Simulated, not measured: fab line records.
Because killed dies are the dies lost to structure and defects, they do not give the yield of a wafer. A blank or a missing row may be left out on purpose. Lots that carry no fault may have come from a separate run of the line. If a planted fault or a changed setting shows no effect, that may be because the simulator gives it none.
fab line records -- flow n5Finfet
record: lots: 24, wafers: 72, lastDay: 19
route steps=1938 shown BEOL_M9@1459 BEOL_M10@1483 BEOL_M11@1536
lots with no fault: from the same line, run without faults
startH: start of the lot's first displayed wafer, in hours after the record's first day -- waitH: time in hours since the lot's previous step -- " repeats the value in the row above -- L1.1+2: one row covering several wafers at once -- - no value, or no start was given -- * or withheld: withheld -- < > ~ a bound
route shown NAME@n: names a module that has steps shown in the file, with the first one's number in the route -- usual: mean/standard deviation taken from wafers without a fault -- same: alike in all rows -- chamber/n: place in a boat -- sites: readings site by site -- _std_site: standard deviation across them -- _edge_site: outer sites' mean less inner sites' -- radiusMm: how far each site lies from the wafer's centre -- mask NAME#n: copy n -- behind: the last tool/chamber to shape the wafer -- hold: why the lot was held/for how many hours/how that ended -- device: whichever transistor did not switch (one of n, p or np) -- end of line: the same wafers' tests at the end of the route -- a step with no rows: only its recipe -- killed: the dies lost at the first sort to structure and to defects; this is not the yield of the wafer -- map: dies across one wafer; x = killed, . = not, _ = none there
set.NAME: the setting that was run; set.NAME@STEP: the one run at that earlier step -- model.NAME: the simulator's own value behind a step, which no gauge read
a sample of lots followed through the steps of the route, with each step as a table and each wafer as a row
services: from which hour (startH, from the record's first day; less than 0 if before it) a tool's chamber was out of use, for how many hours, and why
== steps ==
step: N5_BEOL_M9_SURFACE_TREAT_79
recipe: gas: Ar, timeS: *, ionEnergyEv: *, ionCurrentMaCm2: 0.5, pressureMtorr: *, arFlowSccm: 30
usual: arFlowSccm: 30.01/0.096, throttleValvePct: *
lot.wafer,tool,chamber,startH,waitH,arFlowSccm,throttleValvePct
L074.1,pvdSputter-03,-,217.94,0.4,29.93,*
L074.2,pvdSputter-03,-,217.94,0.4,30.17,*
L074.6,pvdSputter-03,-,217.94,0.4,29.97,*
L077.2,pvdSputter-01,-,234.88,0.2,30.02,*
L077.3,pvdSputter-01,-,234.88,0.2,29.89,*
L077.5,pvdSputter-01,-,234.88,0.2,29.94,*
L075.2,pvdSputter-02,-,241.52,0.2,30.07,*
L075.3,pvdSputter-02,-,241.52,0.2,29.99,*
L075.5,pvdSputter-02,-,241.52,0.2,29.98,*
L079.1,pvdSputter-02,-,249.07,0.2,30.02,*
L079.3,pvdSputter-02,-,249.07,0.2,30.27,*
L079.4,pvdSputter-02,-,249.07,0.2,29.90,*
L078.3,pvdSputter-02,-,249.35,0.2,29.92,*
L078.4,pvdSputter-02,-,249.35,0.2,30.05,*
L078.6,pvdSputter-02,-,249.35,0.2,30.04,*
L076.3,pvdSputter-02,-,249.61,0.3,30.04,*
L076.4,pvdSputter-02,-,249.61,0.3,29.83,*
L076.5,pvdSputter-02,-,249.61,0.3,30.09,*
L082.1,pvdSputter-02,-,277.20,0.2,29.99,*
L082.2,pvdSputter-02,-,277.20,0.2,29.84,*
L082.4,pvdSputter-02,-,277.20,0.2,30.01,*
L081.4,pvdSputter-02,-,277.72,0.2,30.04,*
L081.5,pvdSputter-02,-,277.72,0.2,30.12,*
L081.6,pvdSputter-02,-,277.72,0.2,29.94,*
L083.1,pvdSputter-01,-,282.90,0.2,30.19,*
L083.4,pvdSputter-01,-,282.90,0.2,30.01,*
L083.5,pvdSputter-01,-,282.90,0.2,30.05,*
L080.3,pvdSputter-01,-,283.66,0.5,29.97,*
L080.4,pvdSputter-01,-,283.66,0.5,29.99,*
L080.5,pvdSputter-01,-,283.66,0.5,29.94,*
L084.4,pvdSputter-01,-,286.94,0.3,29.99,*
L084.5,pvdSputter-01,-,286.94,0.3,29.78,*
L084.6,pvdSputter-01,-,286.94,0.3,30.11,*
L085.1,pvdSputter-02,-,288.91,0.2,29.97,*
L085.2,pvdSputter-02,-,288.91,0.2,29.95,*
L085.6,pvdSputter-02,-,288.91,0.2,29.94,*
L086.2,pvdSputter-01,-,305.55,0.2,29.97,*
L086.3,pvdSputter-01,-,305.55,0.2,29.92,*
L086.4,pvdSputter-01,-,305.55,0.2,29.93,*
L090.1,pvdSputter-01,-,314.06,0.3,30.09,*
L090.2,pvdSputter-01,-,314.06,0.3,29.94,*
L090.4,pvdSputter-01,-,314.06,0.3,30.03,*
L088.1,pvdSputter-01,-,329.18,0.2,30.02,*
L088.3,pvdSputter-01,-,329.18,0.2,29.80,*
L088.5,pvdSputter-01,-,329.18,0.2,30.06,*
L087.2,pvdSputter-03,-,329.63,0.2,30.14,*
L087.3,pvdSputter-03,-,329.63,0.2,30.09,*
L087.4,pvdSputter-03,-,329.63,0.2,30.02,*
L089.2,pvdSputter-02,-,334.79,0.2,30.07,*
L089.4,pvdSputter-02,-,334.79,0.2,29.96,*
L089.5,pvdSputter-02,-,334.79,0.2,29.84,*
L091.2,pvdSputter-02,-,335.83,0.2,29.94,*
L091.4,pvdSputter-02,-,335.83,0.2,30.15,*
L091.5,pvdSputter-02,-,335.83,0.2,30.03,*
L092.1,pvdSputter-03,-,362.08,0.3,30.00,*
L092.2,pvdSputter-03,-,362.08,0.3,29.90,*
L092.3,pvdSputter-03,-,362.08,0.3,30.11,*
L094.2,pvdSputter-03,-,374.92,0.4,30.03,*
L094.3,pvdSputter-03,-,374.92,0.4,29.91,*
L094.4,pvdSputter-03,-,374.92,0.4,29.97,*
L093.1,pvdSputter-02,-,381.01,0.2,30.06,*
L093.2,pvdSputter-02,-,381.01,0.2,29.94,*
L093.4,pvdSputter-02,-,381.01,0.2,30.06,*
L097.2,pvdSputter-02,-,381.49,0.5,30.26,*
L097.4,pvdSputter-02,-,381.49,0.5,30.00,*
L097.6,pvdSputter-02,-,381.49,0.5,30.06,*
L096.2,pvdSputter-02,-,386.56,0.2,29.90,*
L096.3,pvdSputter-02,-,386.56,0.2,29.95,*
L096.5,pvdSputter-02,-,386.56,0.2,30.07,*
L095.3,pvdSputter-01,-,390.31,0.2,30.11,*
L095.4,pvdSputter-01,-,390.31,0.2,30.02,*
L095.5,pvdSputter-01,-,390.31,0.2,30.05,*
step: N5_BEOL_M10_CD_MEAS_11
recipe: targetCdNm: 64.1, landingEnergyEv: 500, detector: seInlens, polarity: opening
usual: cdNm: 64.2/0.58
lot.wafer,tool,chamber,startH,waitH,cdNm
L074.1,cdSem-01,0,221.34,-,64.4
L074.2,cdSem-01,0,221.34,-,64.7
L074.6,cdSem-01,0,221.34,-,64.7
L077.2,cdSem-02,0,239.59,-,63.5
L077.3,cdSem-02,0,239.59,-,64.2
L077.5,cdSem-02,0,239.59,-,63.5
L075.2,cdSem-01,0,244.98,-,65.0
L075.3,cdSem-01,0,244.98,-,64.1
L075.5,cdSem-01,0,244.98,-,63.2
L079.1,cdSem-01,0,254.66,-,64.6
L079.3,cdSem-01,0,254.66,-,64.7
L079.4,cdSem-01,0,254.66,-,65.0
L078.3,cdSem-02,0,254.83,-,64.2
L078.4,cdSem-02,0,254.83,-,64.1
L078.6,cdSem-02,0,254.83,-,64.4
L076.3,cdSem-02,0,255.53,-,63.5
L076.4,cdSem-02,0,255.53,-,64.9
L076.5,cdSem-02,0,255.53,-,63.2
L082.1,cdSem-03,0,279.65,-,64.8
L082.2,cdSem-03,0,279.65,-,64.1
L082.4,cdSem-03,0,279.65,-,63.6
L081.4,cdSem-01,0,282.17,-,64.3
L081.5,cdSem-01,0,282.17,-,65.6
L081.6,cdSem-01,0,282.17,-,64.2
L083.1,cdSem-02,0,287.45,-,64.2
L083.4,cdSem-02,0,287.45,-,64.7
L083.5,cdSem-02,0,287.45,-,62.8
L080.3,cdSem-01,0,288.08,-,63.7
L080.4,cdSem-01,0,288.08,-,64.3
L080.5,cdSem-01,0,288.08,-,63.0
L084.4,cdSem-03,0,291.25,-,63.3
L084.5,cdSem-03,0,291.25,-,64.9
L084.6,cdSem-03,0,291.25,-,63.0
L085.1,cdSem-02,0,292.07,-,64.8
L085.2,cdSem-02,0,292.07,-,63.5
L085.6,cdSem-02,0,292.07,-,64.5
L086.2,cdSem-03,0,310.08,-,63.9
L086.3,cdSem-03,0,310.08,-,64.4
L086.4,cdSem-03,0,310.08,-,63.1
L090.1,cdSem-01,0,316.93,-,63.2
L090.2,cdSem-01,0,316.93,-,63.7
L090.4,cdSem-01,0,316.93,-,63.6
L088.1,cdSem-02,0,332.24,-,64.5
L088.3,cdSem-02,0,332.24,-,64.2
L088.5,cdSem-02,0,332.24,-,63.2
L087.2,cdSem-03,0,332.95,-,65.2
L087.3,cdSem-03,0,332.95,-,65.0
L087.4,cdSem-03,0,332.95,-,65.2
L089.2,cdSem-01,0,337.54,-,64.0
L089.4,cdSem-01,0,337.54,-,64.3
L089.5,cdSem-01,0,337.54,-,64.1
L091.2,cdSem-01,0,339.54,-,64.2
L091.4,cdSem-01,0,339.54,-,63.4
L091.5,cdSem-01,0,339.54,-,63.9
L092.1,cdSem-03,0,366.60,-,64.2
L092.2,cdSem-03,0,366.60,-,64.2
L092.3,cdSem-03,0,366.60,-,64.6
L094.2,cdSem-02,0,378.28,-,63.8
L094.3,cdSem-02,0,378.28,-,63.9
L094.4,cdSem-02,0,378.28,-,63.3
L093.1,cdSem-01,0,385.99,-,64.0
L093.2,cdSem-01,0,385.99,-,64.1
L093.4,cdSem-01,0,385.99,-,64.4
L097.2,cdSem-02,0,386.07,-,64.0
L097.4,cdSem-02,0,386.07,-,63.9
L097.6,cdSem-02,0,386.07,-,64.2
L096.2,cdSem-01,0,390.19,-,64.7
L096.3,cdSem-01,0,390.19,-,65.0
L096.5,cdSem-01,0,390.19,-,63.8
L095.3,cdSem-03,0,393.54,-,65.0
L095.4,cdSem-03,0,393.54,-,63.7
L095.5,cdSem-03,0,393.54,-,64.6
step: N5_BEOL_M10_CD_MEAS_35
recipe: targetCdNm: 70, polarity: opening
usual: cdNm: 70.2/0.66
lot.wafer,tool,chamber,startH,waitH,cdNm
L074.1,cdSem-02,-,224.36,0.0,69.8
L074.2,cdSem-02,-,224.36,0.0,70.7
L074.6,cdSem-02,-,224.36,0.0,70.7
L077.2,cdSem-02,-,241.85,0.0,69.2
L077.3,cdSem-02,-,241.85,0.0,69.8
L077.5,cdSem-02,-,241.85,0.0,68.8
L075.2,cdSem-01,-,248.32,0.0,70.8
L075.3,cdSem-01,-,248.32,0.0,69.8
L075.5,cdSem-01,-,248.32,0.0,69.9
L079.1,cdSem-03,-,256.47,0.0,70.8
L079.3,cdSem-03,-,256.47,0.0,69.9
L079.4,cdSem-03,-,256.47,0.0,71.0
L078.3,cdSem-03,-,256.93,0.0,69.9
L078.4,cdSem-03,-,256.93,0.0,70.2
L078.6,cdSem-03,-,256.93,0.0,70.9
L076.3,cdSem-01,-,257.75,0.0,69.0
L076.4,cdSem-01,-,257.75,0.0,70.4
L076.5,cdSem-01,-,257.75,0.0,69.0
L082.1,cdSem-01,-,282.08,0.0,70.5
L082.2,cdSem-01,-,282.08,0.0,70.4
L082.4,cdSem-01,-,282.08,0.0,69.8
L081.4,cdSem-02,-,283.93,0.0,70.5
L081.5,cdSem-02,-,283.93,0.0,71.4
L081.6,cdSem-02,-,283.93,0.0,69.6
L083.1,cdSem-01,-,291.67,0.0,69.9
L083.4,cdSem-01,-,291.67,0.0,70.3
L083.5,cdSem-01,-,291.67,0.0,69.0
L080.3,cdSem-01,-,292.14,0.0,69.4
L080.4,cdSem-01,-,292.14,0.0,71.1
L080.5,cdSem-01,-,292.14,0.0,69.5
L084.4,cdSem-01,-,294.28,0.0,69.4
L084.5,cdSem-01,-,294.28,0.0,71.2
L084.6,cdSem-01,-,294.28,0.0,69.2
L085.1,cdSem-01,-,294.44,0.0,70.0
L085.2,cdSem-01,-,294.44,0.0,69.2
L085.6,cdSem-01,-,294.44,0.0,70.5
L086.2,cdSem-01,-,313.52,0.0,69.8
L086.3,cdSem-01,-,313.52,0.0,71.2
L086.4,cdSem-01,-,313.52,0.0,69.2
L090.1,cdSem-03,-,319.00,0.0,69.0
L090.2,cdSem-03,-,319.00,0.0,69.6
L090.4,cdSem-03,-,319.00,0.0,70.2
L088.1,cdSem-01,-,334.18,0.0,70.5
L088.3,cdSem-01,-,334.18,0.0,70.0
L088.5,cdSem-01,-,334.18,0.0,69.6
L087.2,cdSem-01,-,334.98,0.0,71.3
L087.3,cdSem-01,-,334.98,0.0,71.4
L087.4,cdSem-01,-,334.98,0.0,71.6
L089.2,cdSem-03,-,339.58,0.0,70.2
L089.4,cdSem-03,-,339.58,0.0,70.4
L089.5,cdSem-03,-,339.58,0.0,69.4
L091.2,cdSem-01,-,341.18,0.0,70.8
L091.4,cdSem-01,-,341.18,0.0,69.7
L091.5,cdSem-01,-,341.18,0.0,69.9
L092.1,cdSem-01,-,370.08,0.0,70.4
L092.2,cdSem-01,-,370.08,0.0,70.4
L092.3,cdSem-01,-,370.08,0.0,69.4
L094.2,cdSem-01,-,380.02,0.0,69.5
L094.3,cdSem-01,-,380.02,0.0,69.6
L094.4,cdSem-01,-,380.02,0.0,68.9
L093.1,cdSem-03,-,389.63,0.0,70.0
L093.2,cdSem-03,-,389.63,0.0,70.3
L093.4,cdSem-03,-,389.63,0.0,70.5
L097.2,cdSem-01,-,389.66,0.0,70.2
L097.4,cdSem-01,-,389.66,0.0,69.2
L097.6,cdSem-01,-,389.66,0.0,70.5
L096.2,cdSem-03,-,392.40,0.0,70.3
L096.3,cdSem-03,-,392.40,0.0,71.1
L096.5,cdSem-03,-,392.40,0.0,70.6
L095.3,cdSem-01,-,396.27,0.0,71.8
L095.4,cdSem-01,-,396.27,0.0,69.7
L095.5,cdSem-01,-,396.27,0.0,70.5
step: N5_BEOL_M10_ANNEAL_51
recipe: tempC: 225, timeS: 90, ambient: N2
usual: wafer_temp_C_max: 226.1/0.34
lot.wafer,tool,chamber,startH,waitH,wafer_temp_C_max
L074.1,rtpAnneal-02,0,226.41,0.6,226.2
L074.2,rtpAnneal-02,0,226.41,0.6,226.2
L074.6,rtpAnneal-02,0,226.41,0.6,226.0
L077.2,rtpAnneal-02,0,245.09,0.6,226.3
L077.3,rtpAnneal-02,0,245.09,0.6,226.1
L077.5,rtpAnneal-02,0,245.09,0.6,225.7
L075.2,rtpAnneal-02,0,250.67,0.6,225.9
L075.3,rtpAnneal-02,0,250.67,0.6,226.3
L075.5,rtpAnneal-02,0,250.67,0.6,226.6
L079.1,rtpAnneal-01,0,258.66,0.1,225.4
L079.3,rtpAnneal-01,0,258.66,0.1,225.9
L079.4,rtpAnneal-01,0,258.66,0.1,226.1
L078.3,rtpAnneal-01,0,259.80,0.4,225.7
L078.4,rtpAnneal-01,0,259.80,0.4,226.2
L078.6,rtpAnneal-01,0,259.80,0.4,226.2
L076.3,rtpAnneal-02,0,260.08,0.6,226.3
L076.4,rtpAnneal-02,0,260.08,0.6,225.8
L076.5,rtpAnneal-02,0,260.08,0.6,226.2
L082.1,rtpAnneal-02,0,283.29,0.1,226.1
L082.2,rtpAnneal-02,0,283.29,0.1,226.5
L082.4,rtpAnneal-02,0,283.29,0.1,226.0
L081.4,rtpAnneal-02,0,287.39,0.3,226.7
L081.5,rtpAnneal-02,0,287.39,0.3,226.5
L081.6,rtpAnneal-02,0,287.39,0.3,226.6
L083.1,rtpAnneal-02,0,294.46,0.1,226.4
L083.4,rtpAnneal-02,0,294.46,0.1,226.4
L083.5,rtpAnneal-02,0,294.46,0.1,226.2
L080.3,rtpAnneal-01,0,295.29,0.3,225.9
L080.4,rtpAnneal-01,0,295.29,0.3,226.2
L080.5,rtpAnneal-01,0,295.29,0.3,225.9
L085.1,rtpAnneal-01,0,297.63,0.4,226.0
L085.2,rtpAnneal-01,0,297.63,0.4,226.2
L085.6,rtpAnneal-01,0,297.63,0.4,225.7
L084.4,rtpAnneal-02,0,297.97,0.5,226.0
L084.5,rtpAnneal-02,0,297.97,0.5,226.0
L084.6,rtpAnneal-02,0,297.97,0.5,226.4
L086.2,rtpAnneal-02,0,315.45,0.3,226.3
L086.3,rtpAnneal-02,0,315.45,0.3,226.5
L086.4,rtpAnneal-02,0,315.45,0.3,226.7
L090.1,rtpAnneal-01,0,321.42,0.6,225.8
L090.2,rtpAnneal-01,0,321.42,0.6,225.8
L090.4,rtpAnneal-01,0,321.42,0.6,225.4
L088.1,rtpAnneal-01,0,335.92,0.1,225.6
L088.3,rtpAnneal-01,0,335.92,0.1,226.0
L088.5,rtpAnneal-01,0,335.92,0.1,225.7
L087.2,rtpAnneal-02,0,336.75,0.1,226.5
L087.3,rtpAnneal-02,0,336.75,0.1,226.4
L087.4,rtpAnneal-02,0,336.75,0.1,226.5
L089.2,rtpAnneal-01,0,341.09,0.3,225.9
L089.4,rtpAnneal-01,0,341.09,0.3,225.9
L089.5,rtpAnneal-01,0,341.09,0.3,225.8
L091.2,rtpAnneal-02,0,345.37,0.1,226.0
L091.4,rtpAnneal-02,0,345.37,0.1,225.8
L091.5,rtpAnneal-02,0,345.37,0.1,226.5
L092.1,rtpAnneal-01,0,372.96,0.1,225.3
L092.2,rtpAnneal-01,0,372.96,0.1,225.8
L092.3,rtpAnneal-01,0,372.96,0.1,225.9
L094.2,rtpAnneal-01,0,382.31,0.4,225.7
L094.3,rtpAnneal-01,0,382.31,0.4,225.7
L094.4,rtpAnneal-01,0,382.31,0.4,225.8
L093.1,rtpAnneal-01,0,390.85,0.1,226.0
L093.2,rtpAnneal-01,0,390.85,0.1,225.6
L093.4,rtpAnneal-01,0,390.85,0.1,226.1
L097.2,rtpAnneal-02,0,391.39,0.1,226.1
L097.4,rtpAnneal-02,0,391.39,0.1,226.4
L097.6,rtpAnneal-02,0,391.39,0.1,226.7
L096.2,rtpAnneal-02,0,396.55,0.2,226.3
L096.3,rtpAnneal-02,0,396.55,0.2,226.3
L096.5,rtpAnneal-02,0,396.55,0.2,227.2
L095.3,rtpAnneal-02,0,400.09,0.2,226.3
L095.4,rtpAnneal-02,0,400.09,0.2,226.1
L095.5,rtpAnneal-02,0,400.09,0.2,226.2
step: N5_BEOL_M11_ILD_DEP_00
recipe: material: SiCOH_lowk, targetThkA: 3085.1, tempC: 300, precursor: DEMS/porogen, pressureTorr: 5, rfW: 500, timeS: 58
usual: heaterPowerOuterW: 138/36, heaterPowerW: 305/52, showerheadPlenumPTorr: 5.729/0.018, susceptorTempC: 299.98/0.19, throttleValvePct: 14.0/0.62
lot.wafer,tool,chamber,startH,waitH,heaterPowerOuterW,heaterPowerW,showerheadPlenumPTorr,susceptorTempC,throttleValvePct
L074.1,pecvd-04,2,227.23,0.0,135,312,5.732,299.92,14.3
L074.2,pecvd-04,0,227.23,0.0,109,312,5.710,299.66,14.0
L074.6,pecvd-04,1,227.23,0.0,126,259,5.743,300.00,14.1
L077.2,pecvd-02,2,245.83,0.0,154,323,5.733,300.03,12.9
L077.3,pecvd-02,0,245.83,0.0,83,213,5.727,300.08,14.2
L077.5,pecvd-02,0,245.83,0.0,89,221,5.721,300.12,14.2
L075.2,pecvd-04,2,251.41,0.0,123,295,5.720,300.18,14.5
L075.3,pecvd-04,0,251.41,0.0,123,332,5.716,300.15,13.8
L075.5,pecvd-04,1,251.41,0.0,111,246,5.710,299.99,14.5
L079.1,pecvd-01,1,259.45,0.0,157,321,5.755,299.84,15.6
L079.3,pecvd-01,0,259.45,0.0,184,361,5.739,300.09,13.3
L079.4,pecvd-01,2,259.45,0.0,203,417,5.750,299.83,13.7
L078.3,pecvd-04,2,260.50,0.0,131,310,5.735,300.03,14.2
L078.4,pecvd-04,1,260.50,0.0,118,250,5.724,299.92,14.3
L078.6,pecvd-04,2,260.50,0.0,81,244,5.738,299.91,14.4
L076.3,pecvd-02,0,260.78,0.0,70,198,5.745,300.08,14.3
L076.4,pecvd-02,1,260.78,0.0,172,311,5.733,299.97,13.7
L076.5,pecvd-02,2,260.78,0.0,189,368,5.738,299.74,13.4
L082.1,pecvd-02,1,284.08,0.0,172,314,5.730,299.38,13.7
L082.2,pecvd-02,0,284.08,0.0,113,252,5.733,299.67,14.4
L082.4,pecvd-02,0,284.08,0.0,67,197,5.743,300.11,14.1
L081.4,pecvd-02,2,288.09,0.1,195,380,5.725,299.98,13.3
L081.5,pecvd-02,1,288.09,0.1,123,251,5.753,300.11,13.4
L081.6,pecvd-02,0,288.09,0.1,99,223,5.728,300.39,14.3
L083.1,pecvd-04,2,295.30,0.1,131,309,5.738,299.92,14.2
L083.4,pecvd-04,1,295.30,0.1,93,217,5.708,299.85,14.3
L083.5,pecvd-04,0,295.30,0.1,128,336,5.691,300.11,13.7
L080.3,pecvd-01,1,295.99,0.0,170,349,5.743,299.92,15.5
L080.4,pecvd-01,2,295.99,0.0,160,350,5.742,299.84,13.6
L080.5,pecvd-01,0,295.99,0.0,137,303,5.740,300.32,13.2
L085.1,pecvd-04,2,298.42,0.0,123,284,5.739,299.69,14.3
L085.2,pecvd-04,1,298.42,0.0,103,230,5.726,299.84,14.1
L085.6,pecvd-04,0,298.42,0.0,103,297,5.687,299.90,13.5
L084.4,pecvd-04,1,298.67,0.1,130,274,5.729,300.19,14.3
L084.5,pecvd-04,0,298.67,0.1,116,322,5.699,300.13,14.0
L084.6,pecvd-04,2,298.67,0.1,133,309,5.742,300.27,14.1
L086.2,pecvd-04,1,316.19,0.0,115,248,5.710,300.10,14.5
L086.3,pecvd-04,0,316.19,0.0,133,338,5.681,300.09,14.0
L086.4,pecvd-04,0,316.19,0.0,135,344,5.717,300.44,13.9
L090.1,pecvd-01,1,322.22,0.0,189,381,5.737,300.22,15.7
L090.2,pecvd-01,0,322.22,0.0,154,321,5.747,300.00,13.2
L090.4,pecvd-01,0,322.22,0.0,165,342,5.746,300.28,13.3
L088.1,pecvd-04,1,336.74,0.0,128,262,5.712,299.77,14.0
L088.3,pecvd-04,0,336.74,0.0,90,282,5.701,299.82,14.0
L088.5,pecvd-04,0,336.74,0.0,101,300,5.695,299.72,13.8
L087.2,pecvd-01,0,337.53,0.0,169,334,5.727,300.17,13.3
L087.3,pecvd-01,1,337.53,0.0,176,340,5.766,300.04,15.8
L087.4,pecvd-01,0,337.53,0.0,175,349,5.747,300.17,13.0
L089.2,pecvd-04,2,341.83,0.0,98,270,5.734,299.90,14.5
L089.4,pecvd-04,2,341.83,0.0,105,279,5.744,299.90,14.4
L089.5,pecvd-04,1,341.83,0.0,109,233,5.734,300.02,14.3
L091.2,pecvd-04,0,346.11,0.0,94,286,5.694,300.33,14.2
L091.4,pecvd-04,2,346.11,0.0,123,301,5.732,300.11,14.2
L091.5,pecvd-04,1,346.11,0.0,105,229,5.721,299.90,14.1
L092.1,pecvd-02,1,373.75,0.0,155,280,5.736,300.01,13.7
L092.2,pecvd-02,0,373.75,0.0,78,206,5.726,299.95,14.4
L092.3,pecvd-02,2,373.75,0.0,203,400,5.725,300.00,13.5
L094.2,pecvd-01,0,383.05,0.0,192,366,5.714,300.12,13.3
L094.3,pecvd-01,1,383.05,0.0,151,323,5.755,299.86,15.8
L094.4,pecvd-01,0,383.05,0.0,133,286,5.748,299.75,13.2
L093.1,pecvd-02,1,391.64,0.0,173,309,5.727,299.90,13.7
L093.2,pecvd-02,2,391.64,0.0,204,390,5.728,299.80,13.5
L093.4,pecvd-02,0,391.64,0.0,104,244,5.736,300.01,14.2
L097.2,pecvd-04,2,392.13,0.0,117,298,5.723,299.83,14.3
L097.4,pecvd-04,2,392.13,0.0,122,298,5.713,299.86,14.4
L097.6,pecvd-04,0,392.13,0.0,108,306,5.700,299.95,13.9
L096.2,pecvd-01,2,397.31,0.0,161,367,5.724,299.89,13.9
L096.3,pecvd-01,1,397.31,0.0,175,345,5.748,299.83,15.7
L096.5,pecvd-01,0,397.31,0.0,148,307,5.735,299.90,13.3
L095.3,pecvd-02,0,400.80,0.0,104,245,5.732,299.82,14.3
L095.4,pecvd-02,1,400.80,0.0,164,298,5.745,299.51,13.5
L095.5,pecvd-02,0,400.80,0.0,106,246,5.733,300.05,14.3
step: N5_BEOL_M11_CURE_71
recipe: tempC: 385, timeS: 240, ambient: He/Ar, material: SiCOH_lowk
usual: lampPowerPct: 52.31/0.057, wafer_temp_C_max: 386.6/0.51
lot.wafer,tool,chamber,startH,waitH,lampPowerPct,wafer_temp_C_max
L074.1,uvCure-01,1,227.31,0.0,52.38,385.9
L074.2,uvCure-01,1,227.31,0.0,52.37,386.5
L074.6,uvCure-01,1,227.31,0.0,52.25,386.6
L077.2,uvCure-01,2,245.99,0.1,52.33,387.5
L077.3,uvCure-01,2,245.99,0.1,52.34,386.8
L077.5,uvCure-01,2,245.99,0.1,52.32,387.2
L075.2,uvCure-02,0,251.65,0.2,52.31,386.2
L075.3,uvCure-02,0,251.65,0.2,52.28,386.1
L075.5,uvCure-02,0,251.65,0.2,52.31,386.6
L079.1,uvCure-02,1,259.53,0.0,52.32,386.5
L079.3,uvCure-02,1,259.53,0.0,52.36,386.7
L079.4,uvCure-02,1,259.53,0.0,52.41,386.6
L078.3,uvCure-03,0,260.74,0.2,52.34,386.3
L078.4,uvCure-03,0,260.74,0.2,52.38,387.0
L078.6,uvCure-03,0,260.74,0.2,52.35,386.9
L076.3,uvCure-02,1,261.02,0.2,52.35,387.0
L076.4,uvCure-02,1,261.02,0.2,52.42,386.6
L076.5,uvCure-02,1,261.02,0.2,52.28,386.8
L082.1,uvCure-01,1,284.28,0.2,52.29,386.1
L082.2,uvCure-01,1,284.28,0.2,52.37,386.4
L082.4,uvCure-01,1,284.28,0.2,52.35,386.1
L081.4,uvCure-01,0,288.38,0.3,52.26,387.4
L081.5,uvCure-01,0,288.38,0.3,52.42,387.3
L081.6,uvCure-01,0,288.38,0.3,52.27,387.3
L083.1,uvCure-01,0,295.37,0.0,52.30,387.4
L083.4,uvCure-01,0,295.37,0.0,52.21,387.0
L083.5,uvCure-01,0,295.37,0.0,52.28,387.1
L080.3,uvCure-02,1,296.23,0.2,52.21,386.4
L080.4,uvCure-02,1,296.23,0.2,52.38,386.3
L080.5,uvCure-02,1,296.23,0.2,52.27,386.5
L085.1,uvCure-01,2,298.49,0.0,52.43,387.0
L085.2,uvCure-01,2,298.49,0.0,52.26,387.0
L085.6,uvCure-01,2,298.49,0.0,52.30,387.7
L084.4,uvCure-02,1,298.96,0.3,52.31,386.0
L084.5,uvCure-02,1,298.96,0.3,52.31,386.1
L084.6,uvCure-02,1,298.96,0.3,52.30,386.0
L086.2,uvCure-03,2,316.35,0.1,52.38,386.4
L086.3,uvCure-03,2,316.35,0.1,52.24,386.4
L086.4,uvCure-03,2,316.35,0.1,52.29,386.2
L090.1,uvCure-02,0,322.30,0.0,52.28,386.8
L090.2,uvCure-02,0,322.30,0.0,52.35,386.5
L090.4,uvCure-02,0,322.30,0.0,52.31,386.7
L088.1,uvCure-01,2,336.82,0.0,52.33,388.2
L088.3,uvCure-01,2,336.82,0.0,52.38,388.0
L088.5,uvCure-01,2,336.82,0.0,52.24,387.3
L087.2,uvCure-03,2,337.69,0.1,52.13,386.0
L087.3,uvCure-03,2,337.69,0.1,52.25,385.8
L087.4,uvCure-03,2,337.69,0.1,52.36,386.3
L089.2,uvCure-01,1,341.99,0.1,52.25,385.8
L089.4,uvCure-01,1,341.99,0.1,52.34,386.0
L089.5,uvCure-01,1,341.99,0.1,52.35,385.9
L091.2,uvCure-02,1,346.45,0.3,52.26,386.4
L091.4,uvCure-02,1,346.45,0.3,52.27,386.4
L091.5,uvCure-02,1,346.45,0.3,52.36,386.6
L092.1,uvCure-01,0,373.83,0.0,52.31,386.5
L092.2,uvCure-01,0,373.83,0.0,52.43,387.5
L092.3,uvCure-01,0,373.83,0.0,52.24,387.1
L094.2,uvCure-02,1,383.21,0.1,52.25,386.2
L094.3,uvCure-02,1,383.21,0.1,52.31,386.4
L094.4,uvCure-02,1,383.21,0.1,52.27,386.8
L093.1,uvCure-03,0,391.78,0.1,52.35,386.6
L093.2,uvCure-03,0,391.78,0.1,52.35,386.5
L093.4,uvCure-03,0,391.78,0.1,52.33,386.5
L097.2,uvCure-03,0,393.42,1.3,52.29,387.0
L097.4,uvCure-03,0,393.42,1.3,52.36,386.5
L097.6,uvCure-03,0,393.42,1.3,52.32,386.5
L096.2,uvCure-03,2,398.46,1.1,52.19,385.9
L096.3,uvCure-03,2,398.46,1.1,52.32,386.2
L096.5,uvCure-03,2,398.46,1.1,52.35,385.7
L095.3,uvCure-03,0,401.95,1.1,52.31,386.2
L095.4,uvCure-03,0,401.95,1.1,52.33,386.1
L095.5,uvCure-03,0,401.95,1.1,52.29,386.0
== services ==
tool,chamber,startH,hours,kind
uvCure-02,-,195.46,1.0,pm
pecvd-01,0,201.42,29.6,repair
pecvd-02,2,202.38,-,clean
pecvd-02,2,202.38,-,consumableReplace:showerhead
pecvd-02,2,202.38,29.0,scheduledDown
pecvd-02,2,202.38,29.0,ventCycle
uvCure-01,-,213.00,2.1,pm
rtpAnneal-01,-,244.32,0.9,pm
pecvd-02,-,247.82,2.8,pm
pecvd-04,1,254.16,2.1,scheduledDown
uvCure-03,-,270.70,6.0,pm
pecvd-01,1,276.42,5.0,repair
uvCure-03,-,277.73,9.2,repair
pecvd-04,0,319.79,5.5,scheduledDown
pecvd-01,-,350.02,2.8,repair
uvCure-02,-,358.39,5.2,repair
pvdSputter-01,-,370.77,4.7,repair
uvCure-01,-,380.65,0.6,repair
pecvd-04,1,383.62,-,clean
pecvd-04,1,383.62,-,consumableReplace:showerhead
pecvd-04,1,383.62,29.0,scheduledDown
pecvd-04,1,383.62,29.0,ventCycle
uvCure-02,-,384.53,23.9,repair
uvCure-01,-,391.19,11.4,repair
== key ==
fault none
